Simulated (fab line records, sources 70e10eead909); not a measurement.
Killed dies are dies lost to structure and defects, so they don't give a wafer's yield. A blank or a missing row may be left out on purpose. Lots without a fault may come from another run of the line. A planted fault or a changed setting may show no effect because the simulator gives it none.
fab line records | flow nand_harc
record lots=5 wafers=15 last_day=24
route steps=1159 shown THIN_TSV@1127 END@1158
lots that met no fault: from a run of the same line without faults
start_h: hours from the record's first day to the start of the lot's first wafer shown | wait_h: hours since the lot's step before | " the same as in the row above | L1.1+2: a row that stands for several wafers | - no value, or no start given | * or withheld: withheld | < > ~ a bound
route shown NAME@n: a module of which the file shows steps, and the number in the route of the first | usual: mean/standard deviation of fault-free wafers | same: alike in all rows | chamber/n: place in a boat | sites: the reading at each site | _std_site: their standard deviation | _edge_site: outer sites' mean less inner sites' | radius_mm: how far each site lies from the wafer's centre | mask NAME#n: copy n | behind: the tool/chamber that last shaped the wafer | hold: why the lot was held/for how many hours/how that ended | device: the transistor (n, p or np) that didn't switch | end of line: the same wafers' tests at the end of the route | a step without rows: its recipe alone | killed: dies lost to structure and defects at the first sort, not the wafer's yield | map: a wafer's dies, x killed, . not, _ none there
set.NAME: the setting as run; set.NAME@STEP: as run at that earlier step | model.NAME: the simulator's own value behind a step, which no gauge read
lots at some steps of the route; a table a step, a row a wafer
services: from which hour (start_h, from the record's first day; less than 0 if before it) a tool's chamber was out of use, for how many hours, and why
## steps
# step NHARC_THIN_TSV_DEGAS_49
# recipe temp_c=300 time_s=120
# usual heater_power_w=431/40
# columns lot.wafer tool chamber start_h wait_h heater_power_w
L085.1 pvd_sputter-01 - 502.84 0.1 404
L085.4 " - " " 443
L085.2 " - " " 417
L091.4 pvd_sputter-02 - 519.47 0.1 443
L091.2 " - " " 479
L091.5 " - " " 499
L089.2 pvd_sputter-02 - 529.05 0.1 499
L089.3 " - " " 434
L089.6 " - " " 448
L094.3 pvd_sputter-03 - 539.21 0.1 465
L094.6 " - " " 366
L094.5 " - " " 417
L096.4 pvd_sputter-03 - 561.81 0.1 369
L096.3 " - " " 468
L096.5 " - " " 414
# step NHARC_THIN_TSV_PRE_CLEAN_50
# recipe time_s=30 temp_c=280 gas=H2/He
# usual heater_power_w=378/32
# columns lot.wafer tool chamber start_h wait_h heater_power_w
L085.4 pvd_sputter-01 - - - 362
L085.1 " - " " 397
L085.2 " - " " 362
L091.4 pvd_sputter-02 - - - 429
L091.2 " - " " 363
L091.5 " - " " 389
L089.2 pvd_sputter-02 - - - 390
L089.3 " - " " 435
L089.6 " - " " 389
L094.3 pvd_sputter-03 - - - 401
L094.6 " - " " 318
L094.5 " - " " 359
L096.3 pvd_sputter-03 - - - 372
L096.4 " - " " 404
L096.5 " - " " 321
# step NHARC_THIN_TSV_PVD_19
# recipe target_thk_a=200 chamber_pressure_pa=5 material=TaN
# usual throttle_valve_pct=29.9/1
# columns lot.wafer tool chamber start_h wait_h throttle_valve_pct
L085.4 pvd_sputter-01 - - - 29.9
L085.1 " - " " 30.2
L085.2 " - " " 30.6
L091.4 pvd_sputter-02 - - - 30.5
L091.2 " - " " 30.1
L091.5 " - " " 30.6
L089.2 pvd_sputter-02 - - - 29.9
L089.3 " - " " 30.7
L089.6 " - " " 30.7
L094.3 pvd_sputter-03 - - - 28.3
L094.6 " - " " 28.0
L094.5 " - " " 30.8
L096.4 pvd_sputter-03 - - - 29.7
L096.3 " - " " 28.8
L096.5 " - " " 28.4
# step NHARC_THIN_TSV_PVD_51
# recipe target_thk_a=1000 chamber_pressure_pa=5 material=Cu
# usual throttle_valve_pct=29.9/1
# columns lot.wafer tool chamber start_h wait_h throttle_valve_pct
L085.1 pvd_sputter-01 - - - 30.3
L085.2 " - " " 30.7
L085.4 " - " " 31.5
L091.2 pvd_sputter-02 - - - 30.8
L091.4 " - " " 30.0
L091.5 " - " " 30.4
L089.2 pvd_sputter-02 - - - 31.3
L089.3 " - " " 29.8
L089.6 " - " " 30.3
L094.3 pvd_sputter-03 - - - 28.2
L094.5 " - " " 28.4
L094.6 " - " " 30.5
L096.4 pvd_sputter-03 - - - 28.8
L096.3 " - " " 29.6
L096.5 " - " " 28.2
# step NHARC_THIN_TSV_ECD_20
# recipe target_thk_a=20000 material=Cu
# columns lot.wafer tool chamber start_h wait_h
L085.2+1+4 ecd_cu-02 1,0,1 503.29 -
L091.2+4+5 ecd_cu-01 1,1,0 520.04 -
L089.2+3+6 ecd_cu-01 1,1,0 529.52 -
L094.3+5+6 ecd_cu-01 0,1,0 540.64 -
L096.3+4+5 ecd_cu-02 1,0,1 562.47 -
# step NHARC_THIN_TSV_ANNEAL_52
# recipe temp_c=225 time_s=90
# usual anneal_temp_c=225.02/0.18 wafer_temp_C_max=226.06/0.29
# columns lot.wafer tool chamber start_h wait_h anneal_temp_c wafer_temp_C_max
L085.1 rtp_anneal-02 0 504.01 0.5 225.11 225.89
L085.2 " 0 " " 225.03 225.72
L085.4 " 0 " " 225.11 225.87
L091.2 rtp_anneal-02 0 520.72 0.6 224.76 226.29
L091.4 " 0 " " 225.28 226.01
L091.5 " 0 " " 224.75 225.45
L089.2 rtp_anneal-02 0 530.31 0.7 225.10 225.99
L089.3 " 0 " " 225.17 225.81
L089.6 " 0 " " 225.06 226.24
L094.3 rtp_anneal-02 0 541.17 0.4 225.10 226.08
L094.5 " 0 " " 225.29 225.87
L094.6 " 0 " " 225.07 225.82
L096.3 rtp_anneal-01 0 563.09 0.5 225.35 226.44
L096.4 " 0 " " 225.04 226.25
L096.5 " 0 " " 225.05 226.18
# step NHARC_THIN_TSV_CMP_21
# recipe t_overpolish_s=30 target_thk_nm=2000
# usual motor_current_A=12.1/1 overpolish_run_s=30.000/0.0093
# same t_overpolish_s=30
# columns lot.wafer tool chamber start_h wait_h motor_current_A overpolish_run_s
L085.2 cmp-01 1 504.36 - 10.7 30.003
L085.1 " 2 " " 12.0 29.995
L085.4 " 0 " " 11.5 29.999
L091.2 cmp-04 3 521.02 - 13.4 30.000
L091.4 " 0 " " 12.1 29.984
L091.5 " 0 " " 12.1 29.997
L089.2 cmp-04 0 530.64 - 12.1 29.997
L089.3 " 2 " " 10.4 30.009
L089.6 " 3 " " 12.7 30.004
L094.3 cmp-01 3 541.50 - 12.4 30.012
L094.6 " 0 " " 11.3 30.009
L094.5 " 1 " " 10.9 29.994
L096.3 cmp-01 3 563.33 - 13.5 30.005
L096.4 " 2 " " 12.2 30.000
L096.5 " 0 " " 12.2 30.004
# step NHARC_THIN_TSV_SRD_23
# columns lot.wafer tool chamber start_h wait_h
L085.2+1+4 wet_bench-08 1,4,5 504.73 0.0
L091.5+4+2 wet_bench-08 6,7,0 521.39 0.0
L089.3+6+2 wet_bench-08 6,0,1 530.98 0.0
L094.6+5+3 wet_bench-08 6,7,1 541.78 0.0
L096.3+5+4 wet_bench-08 6,7,1 563.71 0.0
# step NHARC_THIN_TSV_DEGAS_53
# recipe temp_c=300 time_s=60
# usual heater_power_w=423/34
# columns lot.wafer tool chamber start_h wait_h heater_power_w
L085.2 pvd_sputter-03 - 504.82 0.1 448
L085.1 " - " " 361
L085.4 " - " " 412
L091.2 pvd_sputter-03 - 521.49 0.1 416
L091.4 " - " " 462
L091.5 " - " " 458
L089.2 pvd_sputter-01 - 531.06 0.1 396
L089.3 " - " " 455
L089.6 " - " " 388
L094.3 pvd_sputter-01 - 541.89 0.1 403
L094.6 " - " " 423
L094.5 " - " " 383
L096.4 pvd_sputter-02 - 563.82 0.1 455
L096.3 " - " " 486
L096.5 " - " " 439
# step NHARC_THIN_TSV_PRE_CLEAN_54
# recipe time_s=30 temp_c=280 gas=H2/He
# usual heater_power_w=373/30
# columns lot.wafer tool chamber start_h wait_h heater_power_w
L085.2 pvd_sputter-03 - 504.90 0.1 404
L085.4 " - " " 313
L085.1 " - " " 355
L091.4 pvd_sputter-03 - 521.57 0.1 411
L091.2 " - " " 402
L091.5 " - " " 325
L089.3 pvd_sputter-01 - 531.14 0.1 344
L089.2 " - " " 384
L089.6 " - " " 401
L094.3 pvd_sputter-01 - 541.95 0.1 348
L094.6 " - " " 348
L094.5 " - " " 405
L096.3 pvd_sputter-02 - 563.88 0.0 441
L096.4 " - " " 387
L096.5 " - " " 420
# step NHARC_THIN_TSV_PVD_55
# recipe target_thk_a=500 material=TiN
# columns lot.wafer tool chamber start_h wait_h
L085.2+1+4 pvd_sputter-03 - 504.97 0.1
L091.2+4+5 pvd_sputter-03 - 521.65 0.1
L089.2+3+6 pvd_sputter-01 - 531.24 0.1
L094.3+6+5 pvd_sputter-01 - 542.09 0.1
L096.4+3+5 pvd_sputter-02 - 564.00 0.1
# step NHARC_THIN_TSV_PVD_24
# recipe target_thk_a=8000 power_w=withheld chamber_pressure_pa=withheld substrate_temp_c=withheld time_s=withheld gas=Ar material=Al
# columns lot.wafer tool chamber start_h wait_h
L085.2+4+1 pvd_sputter-03 - 505.12 0.1
L091.2+4+5 pvd_sputter-03 - 521.78 0.1
L089.2+3+6 pvd_sputter-01 - 531.42 0.2
L094.3+6+5 pvd_sputter-01 - 542.23 0.1
L096.4+3+5 pvd_sputter-02 - 564.16 0.1
# step NHARC_THIN_TSV_DEHYDRATE_25
# recipe temp_c=150 time_s=120
# usual chill_plate_temp_C=22.98/0.11
# columns lot.wafer tool chamber start_h wait_h chill_plate_temp_C
L085.1 litho_track-03 0 505.53 - 23.12
L085.2 " 0 " " 23.05
L085.4 " 0 " " 23.16
L091.2 litho_track-03 0 522.19 - 23.10
L091.4 " 0 " " 22.98
L091.5 " 0 " " 23.05
L089.2 litho_track-07 0 531.78 - 23.24
L089.3 " 0 " " 23.11
L089.6 " 0 " " 23.17
L094.3 litho_track-05 0 542.59 - 23.03
L094.5 " 0 " " 23.12
L094.6 " 0 " " 23.16
L096.3 litho_track-05 0 564.52 - 22.94
L096.4 " 0 " " 22.90
L096.5 " 0 " " 22.93
# step NHARC_THIN_TSV_HMDS_26
# recipe time_s=30
# usual chill_plate_temp_C=22.98/0.097
# columns lot.wafer tool chamber start_h wait_h chill_plate_temp_C
L085.1 litho_track-03 0 - - 23.01
L085.2 " 0 " " 23.00
L085.4 " 0 " " 23.04
L091.2 litho_track-03 0 - - 22.96
L091.4 " 0 " " 22.85
L091.5 " 0 " " 22.92
L089.2 litho_track-07 0 - - 23.01
L089.3 " 0 " " 22.90
L089.6 " 0 " " 22.88
L094.3 litho_track-05 0 - - 22.85
L094.5 " 0 " " 22.73
L094.6 " 0 " " 22.92
L096.3 litho_track-05 0 - - 23.04
L096.4 " 0 " " 23.04
L096.5 " 0 " " 22.81
# step NHARC_THIN_TSV_COAT_27
# recipe spin_rpm=*
# usual chill_plate_temp_C=22.98/0.11
# columns lot.wafer tool chamber start_h wait_h chill_plate_temp_C
L085.1 litho_track-03 0 - - 23.01
L085.2 " 0 " " 23.16
L085.4 " 0 " " 23.11
L091.2 litho_track-03 0 - - 23.09
L091.4 " 0 " " 22.91
L091.5 " 0 " " 23.15
L089.2 litho_track-07 0 - - 23.02
L089.3 " 0 " " 22.77
L089.6 " 0 " " 22.89
L094.3 litho_track-05 0 - - 22.98
L094.5 " 0 " " 23.01
L094.6 " 0 " " 23.03
L096.3 litho_track-05 0 - - 22.97
L096.4 " 0 " " 23.01
L096.5 " 0 " " 23.01
# step NHARC_THIN_TSV_SOFTBAKE_28
# recipe temp_c=122 time_s=95
# usual chill_plate_temp_C=23.03/0.12
# columns lot.wafer tool chamber start_h wait_h chill_plate_temp_C
L085.1 litho_track-03 0 - - 23.14
L085.2 " 0 " " 23.14
L085.4 " 0 " " 23.10
L091.2 litho_track-03 0 - - 23.04
L091.4 " 0 " " 23.08
L091.5 " 0 " " 22.99
L089.2 litho_track-07 0 - - 22.93
L089.3 " 0 " " 22.80
L089.6 " 0 " " 22.99
L094.3 litho_track-05 0 - - 23.29
L094.5 " 0 " " 23.29
L094.6 " 0 " " 23.25
L096.3 litho_track-05 0 - - 22.96
L096.4 " 0 " " 23.06
L096.5 " 0 " " 23.01
# step NHARC_THIN_TSV_EBR_29
# usual chill_plate_temp_C=23.01/0.12
# columns lot.wafer tool chamber start_h wait_h chill_plate_temp_C
L085.1 litho_track-03 0 - - 23.01
L085.2 " 0 " " 22.97
L085.4 " 0 " " 23.05
L091.2 litho_track-03 0 - - 23.16
L091.4 " 0 " " 23.17
L091.5 " 0 " " 23.06
L089.2 litho_track-07 0 - - 22.97
L089.3 " 0 " " 22.95
L089.6 " 0 " " 23.08
L094.3 litho_track-05 0 - - 22.83
L094.5 " 0 " " 22.95
L094.6 " 0 " " 22.83
L096.3 litho_track-05 0 - - 22.93
L096.4 " 0 " " 23.02
L096.5 " 0 " " 23.06
# step NHARC_THIN_TSV_EXPOSE_30
# recipe na=0.55 dose_mj=11.47 mask_id=PAD
# columns lot.wafer tool chamber start_h wait_h mask
L085.1+2+4 krf_scanner-04 0 505.68 - PAD#0
L091.2+4+5 krf_scanner-04 0 522.34 - PAD#0
L089.2+3+6 krf_scanner-04 0 532.05 - PAD#0
L094.3+5+6 krf_scanner-02 0 542.75 - PAD#0
L096.3+4+5 krf_scanner-04 0 564.80 - PAD#0
# step NHARC_THIN_TSV_PEB_31
# recipe peb_temp_c=118 peb_time_s=85
# usual chill_plate_temp_C=23.01/0.11
# columns lot.wafer tool chamber start_h wait_h chill_plate_temp_C
L085.1 litho_track-07 0 505.74 0.1 23.04
L085.2 " 0 " " 23.25
L085.4 " 0 " " 22.87
L091.2 litho_track-05 0 522.40 0.1 22.81
L091.4 " 0 " " 23.04
L091.5 " 0 " " 23.05
L089.2 litho_track-03 0 532.11 0.1 22.92
L089.3 " 0 " " 22.98
L089.6 " 0 " " 22.89
L094.3 litho_track-03 0 542.80 0.1 23.07
L094.5 " 0 " " 23.03
L094.6 " 0 " " 22.98
L096.3 litho_track-07 0 564.86 0.1 23.07
L096.4 " 0 " " 23.16
L096.5 " 0 " " 23.02
# step NHARC_THIN_TSV_DEVELOP_32
# recipe time_s=70
# usual chill_plate_temp_C=23.01/0.099
# columns lot.wafer tool chamber start_h wait_h chill_plate_temp_C
L085.1 litho_track-07 0 - - 23.00
L085.2 " 0 " " 23.03
L085.4 " 0 " " 23.08
L091.2 litho_track-05 0 - - 23.04
L091.4 " 0 " " 23.06
L091.5 " 0 " " 23.04
L089.2 litho_track-03 0 - - 23.00
L089.3 " 0 " " 22.98
L089.6 " 0 " " 23.11
L094.3 litho_track-03 0 - - 22.97
L094.5 " 0 " " 22.97
L094.6 " 0 " " 22.93
L096.3 litho_track-07 0 - - 23.23
L096.4 " 0 " " 23.02
L096.5 " 0 " " 23.03
# step NHARC_THIN_TSV_CD_MEAS_33
# recipe target_cd_nm=5000 landing_energy_ev=500
# usual cd_nm=5000.7/3
# columns lot.wafer tool chamber start_h wait_h cd_nm
L085.1 cd_sem-02 0 505.83 - 4998.2
L085.2 " 0 " " 5000.7
L085.4 " 0 " " 4996.0
L091.2 cd_sem-02 0 522.49 - 5002.3
L091.4 " 0 " " 4999.1
L091.5 " 0 " " 5004.3
L089.2 cd_sem-02 0 532.20 - 5000.2
L089.3 " 0 " " 4999.4
L089.6 " 0 " " 5001.8
L094.3 cd_sem-03 0 542.90 - 5004.6
L094.5 " 0 " " 5003.5
L094.6 " 0 " " 4997.8
L096.3 cd_sem-01 0 564.95 - 4999.3
L096.4 " 0 " " 5000.9
L096.5 " 0 " " 4997.6
# step NHARC_THIN_TSV_HARDBAKE_34
# recipe temp_c=125 time_s=80
# usual chill_plate_temp_C=22.99/0.097
# columns lot.wafer tool chamber start_h wait_h chill_plate_temp_C
L085.1 litho_track-03 0 505.91 - 23.04
L085.2 " 0 " " 22.91
L085.4 " 0 " " 22.99
L091.2 litho_track-05 0 522.57 - 23.13
L091.4 " 0 " " 23.08
L091.5 " 0 " " 23.08
L089.2 litho_track-03 0 532.28 - 22.99
L089.3 " 0 " " 23.06
L089.6 " 0 " " 23.05
L094.3 litho_track-05 0 542.98 - 22.89
L094.5 " 0 " " 22.90
L094.6 " 0 " " 23.09
L096.3 litho_track-07 0 565.03 - 22.88
L096.4 " 0 " " 22.91
L096.5 " 0 " " 22.99
# step NHARC_THIN_TSV_DESCUM_35
# recipe time_s=3 o2_flow_sccm=200 ar_flow_sccm=0 bias_power_w=0 chemistry=O2
# usual drypump_motor_current_A=5.9/0.43 oes_product_au=0.998/0.012 rf_vpp_V=57.8/0.89 showerhead_plenum_p_Torr=1.90/0.077 throttle_valve_pct=11.312/0.0083
# columns lot.wafer tool chamber start_h wait_h drypump_motor_current_A oes_product_au rf_hours_counter_h rf_vpp_V showerhead_plenum_p_Torr throttle_valve_pct
L085.4 rie_diel-08 3 506.00 - 5.6 0.996 3 56.6 1.87 11.322
L085.2 " 0 " " 6.0 0.999 3 58.0 1.91 11.302
L085.1 " 1 " " 5.4 0.991 3 57.9 1.90 11.321
L091.4 rie_diel-01 0 522.65 - 6.2 1.000 1 57.1 1.83 11.318
L091.2 " 3 " " 6.3 1.009 2 58.1 2.02 11.315
L091.5 " 0 " " 6.2 1.006 - 57.6 1.83 11.313
L089.3 rie_diel-06 2 532.37 - 5.7 0.982 8 58.2 1.84 11.310
L089.2 " 0 " " 6.2 0.987 8 58.2 2.02 11.311
L089.6 " 1 " " 6.5 1.008 - 56.9 1.87 11.297
L094.3 rie_diel-01 1 543.09 - 4.8 1.005 3 58.0 2.00 11.332
L094.6 " 2 " " 5.6 1.017 - 58.1 1.78 11.323
L094.5 " 3 " " 6.3 1.008 - 58.1 2.02 11.310
L096.3 rie_diel-06 2 565.12 - 5.7 0.983 10 57.0 1.84 11.303
L096.4 " 1 " " 6.5 1.004 - 58.0 1.87 11.314
L096.5 " 2 " " 5.7 0.988 - 57.3 1.84 11.317
# step NHARC_THIN_TSV_ETCH_59
# recipe target_depth_a=8800 icp_w=900 bias_w=100 Cl2_flow_sccm=60 bcl3_flow_sccm=30 time_s=138.1 chemistry=Cl2/BCl3
# usual drypump_motor_current_A=5.70/0.27 he_backside_leak_sccm=3.30/0.24 oes_product_au=1.003/0.011 rf_fwd_power_W=895/3.1 throttle_valve_pct=22.264/0.0087
# columns lot.wafer tool chamber start_h wait_h drypump_motor_current_A he_backside_leak_sccm oes_product_au rf_fwd_power_W rf_hours_counter_h throttle_valve_pct
L085.1 rie_metal-03 0 506.12 0.1 5.38 3.23 0.990 895 1.0 22.265
L085.2 " 1 " " 5.60 3.31 1.009 890 1.0 22.251
L085.4 " 1 " " 5.60 3.28 1.009 896 - 22.261
L091.2 rie_metal-01 1 522.85 0.1 6.14 3.10 1.012 898 - 22.263
L091.4 " 1 " " 6.13 3.05 1.008 899 - 22.254
L091.5 " 1 " " 6.12 3.19 1.015 899 - 22.264
L089.2 rie_metal-03 0 532.52 0.1 5.39 3.00 0.995 894 2.1 22.251
L089.3 " 1 " " 5.57 3.23 1.002 894 - 22.241
L089.6 " 0 " " 5.38 3.22 0.995 891 - 22.249
L094.3 rie_metal-02 0 543.28 0.2 5.56 3.17 1.021 889 - 22.261
L094.6 " 1 " " 5.95 3.83 0.994 885 - 22.262
L094.5 " 0 " " 5.57 3.17 1.025 899 - 22.268
L096.3 rie_metal-01 1 565.33 0.2 6.08 3.19 0.999 894 - 22.251
L096.4 " 0 " " 5.69 3.21 0.995 896 - 22.272
L096.5 " 0 " " 5.70 3.29 0.998 897 - 22.274
# step NHARC_THIN_TSV_ETCH_36
# recipe target_depth_a=650 over_etch_frac=0.3 time_s=18.571 ion_energy_ev=150 chemistry=Cl2/BCl3
# usual drypump_motor_current_A=5.70/0.28 he_backside_leak_sccm=3.30/0.3 oes_product_au=1.006/0.013
# columns lot.wafer tool chamber start_h wait_h drypump_motor_current_A he_backside_leak_sccm oes_product_au rf_hours_counter_h
L085.1 rie_metal-03 1 506.38 0.2 5.60 3.49 1.012 1.2
L085.2 " 0 " " 5.38 3.15 0.996 1.2
L085.4 " 1 " " 5.60 3.36 1.016 -
L091.2 rie_metal-01 1 523.26 0.3 6.14 3.25 1.009 -
L091.4 " 1 " " 6.15 3.11 1.012 -
L091.5 " 1 " " 6.15 3.02 1.021 -
L089.2 rie_metal-03 1 532.74 0.2 5.60 3.27 1.014 2.2
L089.3 " 0 " " 5.37 3.19 0.994 -
L089.6 " 0 " " 5.37 3.33 0.989 -
L094.3 rie_metal-02 0 543.45 0.1 5.60 3.50 1.013 -
L094.6 " 1 " " 5.95 3.61 1.005 -
L094.5 " 0 " " 5.56 3.25 1.018 -
L096.4 rie_metal-01 0 565.52 0.1 5.71 3.12 1.003 -
L096.3 " 1 " " 6.15 3.34 1.012 -
L096.5 " 1 " " 6.11 3.20 1.013 -
# step NHARC_THIN_TSV_STRIP_56
# recipe power_w=1500 temp_c=250 chemistry=O2
# usual drypump_motor_current_A=5.7/0.56 heater_power_w=351/24
# columns lot.wafer tool chamber start_h wait_h drypump_motor_current_A heater_power_w rf_hours_counter_h
L085.1 plasma_asher-01 0 506.48 0.1 5.2 312 27
L085.2 " 1 " " 6.2 361 27
L085.4 " 0 " " 5.2 311 -
L091.2 plasma_asher-01 1 523.43 0.2 6.2 370 35
L091.4 " 1 " " 6.2 359 -
L091.5 " 1 " " 6.2 376 -
L089.2 plasma_asher-02 0 532.84 0.1 6.4 364 42
L089.3 " 0 " " 6.4 363 -
L089.6 " 1 " " 5.2 367 -
L094.3 plasma_asher-01 1 544.22 0.8 6.2 370 -
L094.5 " 0 " " 5.2 307 -
L094.6 " 1 " " 6.2 368 -
L096.4 plasma_asher-02 0 565.71 0.2 6.4 356 -
L096.3 " 1 " " 5.2 357 -
L096.5 " 1 " " 5.1 360 -
# step NHARC_THIN_TSV_STRIP_57
# recipe time_s=1200 temp_c=72.5 chemistry=post_etch_residue_remover
# usual bath_guard_temp_C=72.5/0.56
# columns lot.wafer tool chamber start_h wait_h bath_guard_temp_C
L085.1 wet_bench-08 3 506.83 0.3 72.8
L085.4 " 5 " " 71.8
L085.2 " 6 " " 73.5
L091.2 wet_bench-10 2 523.74 0.3 72.2
L091.5 " 3 " " 73.1
L091.4 " 4 " " 72.7
L089.3 wet_bench-10 6 533.22 0.2 72.8
L089.6 " 7 " " 71.9
L089.2 " 0 " " 72.1
L094.6 wet_bench-08 3 544.44 0.1 73.1
L094.3 " 4 " " 71.9
L094.5 " 5 " " 71.5
L096.5 wet_bench-10 4 565.97 0.1 72.6
L096.4 " 7 " " 72.2
L096.3 " 0 " " 72.2
# step NHARC_THIN_TSV_CD_MEAS_37
# usual cd_nm=5002/3.5
# columns lot.wafer tool chamber start_h wait_h cd_nm
L085.1 cd_sem-02 - 507.27 - 5001
L085.2 " - " " 5005
L085.4 " - " " 4999
L091.2 cd_sem-03 - 524.18 - 5004
L091.4 " - " " 5003
L091.5 " - " " 5006
L089.2 cd_sem-02 - 533.64 - 5002
L089.3 " - " " 5003
L089.6 " - " " 4997
L094.3 cd_sem-02 - 544.88 - 5005
L094.5 " - " " 5007
L094.6 " - " " 5004
L096.3 cd_sem-02 - 566.41 - 4999
L096.4 " - " " 5000
L096.5 " - " " 4999
# step NHARC_THIN_TSV_ANNEAL_58
# recipe temp_c=400 time_s=1800
# columns lot.wafer tool chamber start_h wait_h
L085.1+2+4 furnace-03 0 511.01 3.7
L091.2+4+5 furnace-01 0 526.20 2.0
L089.2+3+6 furnace-03 0 536.63 3.0
L094.3+5+6 furnace-01 0 547.87 3.0
L096.3+4+5 furnace-03 0 568.43 2.0
# step NHARC_THIN_TSV_INSPECT_40
# usual raw_defect_count=477/95
# columns lot.wafer tool chamber start_h wait_h raw_defect_count
L085.1 defect_inspect-02 - 512.46 0.4 417
L085.2 " - " " 381
L085.4 " - " " 527
L091.2 defect_inspect-01 - 527.64 0.4 456
L091.4 " - " " 496
L091.5 " - " " 452
L089.2 defect_inspect-02 - 538.08 0.4 433
L089.3 " - " " 484
L089.6 " - " " 420
L094.3 defect_inspect-01 - 549.33 0.4 489
L094.5 " - " " 506
L094.6 " - " " 424
L096.3 defect_inspect-01 - 569.88 0.4 426
L096.4 " - " " 435
L096.5 " - " " 372
# step NHARC_END_WLT_00
# usual VT_DECK1_BOTTOM=0.871/0.0083 VT_DECK1_BOTTOM_INNER=0.871/0.0092 VT_DECK1_MEDIAN_NEAR_BOTTOM=0.872/0.0088 VT_DECK1_MEDIAN_NEAR_BOTTOM_INNER=0.872/0.0094 VT_DECK1_MIDDLE=0.883/0.0083 VT_DECK1_MIDDLE_INNER=0.883/0.0085 VT_DECK1_TOP=0.894/0.0081 VT_DECK1_TOP_INNER=0.895/0.0073
# columns lot.wafer tool chamber start_h wait_h VT_DECK1_BOTTOM VT_DECK1_BOTTOM_INNER VT_DECK1_MEDIAN_NEAR_BOTTOM VT_DECK1_MEDIAN_NEAR_BOTTOM_INNER VT_DECK1_MIDDLE VT_DECK1_MIDDLE_INNER VT_DECK1_TOP VT_DECK1_TOP_INNER
L085.1 prober-02 - 512.52 0.1 0.860 0.872 0.877 0.870 0.882 0.879 0.887 0.892
L085.2 " - " " 0.871 0.869 0.865 0.872 0.882 0.871 0.890 0.897
L085.4 " - 514.04 1.6 0.871 0.871 0.874 0.873 0.882 0.881 0.895 0.886
L091.2 prober-02 - 528.80 1.2 0.872 0.871 0.875 0.866 0.877 0.876 0.889 0.892
L091.4 " - 529.82 2.2 0.855 0.848 0.857 0.860 0.875 0.869 0.888 0.882
L091.5 " - " " 0.860 0.866 0.864 0.863 0.867 0.871 0.886 0.887
L089.2 prober-01 - 543.69 5.6 0.871 0.865 0.864 0.871 0.882 0.876 0.896 0.886
L089.3 " - " " 0.872 0.878 0.874 0.873 0.892 0.895 0.895 0.897
L089.6 " - 545.67 7.6 0.880 0.882 0.878 0.881 0.887 0.890 0.904 0.899
L094.3 prober-02 - 554.78 5.4 0.877 0.878 0.878 0.882 0.894 0.896 0.904 0.895
L094.5 " - 555.78 6.4 0.880 0.876 0.873 0.878 0.886 0.881 0.910 0.910
L094.6 " - " " 0.868 0.876 0.877 0.875 0.885 0.897 0.895 0.897
L096.3 prober-02 - 570.94 1.1 0.881 0.880 0.880 0.878 0.889 0.886 0.895 0.898
L096.4 " - " " 0.884 0.880 0.882 0.878 0.887 0.892 0.898 0.901
L096.5 " - " " 0.871 0.866 0.879 0.883 0.883 0.891 0.897 0.905
## services
# columns tool chamber start_h hours kind
rie_diel-01 - 491.80 9.0 pm
rie_metal-01 - 496.61 0.5 repair
cmp-04 - 497.10 4.0 pm
pvd_sputter-01 - 497.49 2.8 repair
furnace-01 - 499.24 26.0 pm
rie_diel-01 - 502.91 0.4 repair
ecd_cu-01 - 504.51 12.1 repair
rie_metal-01 - 509.00 9.0 pm
pvd_sputter-03 - 513.65 0.6 repair
pvd_sputter-01 - 514.00 10.0 pm
ecd_cu-02 - 514.16 11.3 repair
cmp-01 - 515.74 8.3 repair
ecd_cu-02 - 532.47 8.0 pm
wet_bench-10 - 534.79 1.1 repair
plasma_asher-02 - 537.18 9.0 pm
krf_scanner-04 - 538.73 3.7 repair
litho_track-07 - 539.00 7.0 pm
cmp-01 - 541.99 1.9 repair
wet_bench-10 - 542.24 8.4 repair
rie_diel-06 2 547.37 1.4 repair
rie_diel-06 3 550.61 15.8 repair
cmp-04 - 552.79 20.3 repair
litho_track-03 - 563.00 7.0 pm
pvd_sputter-01 - 568.01 7.3 repair
## key
fault none
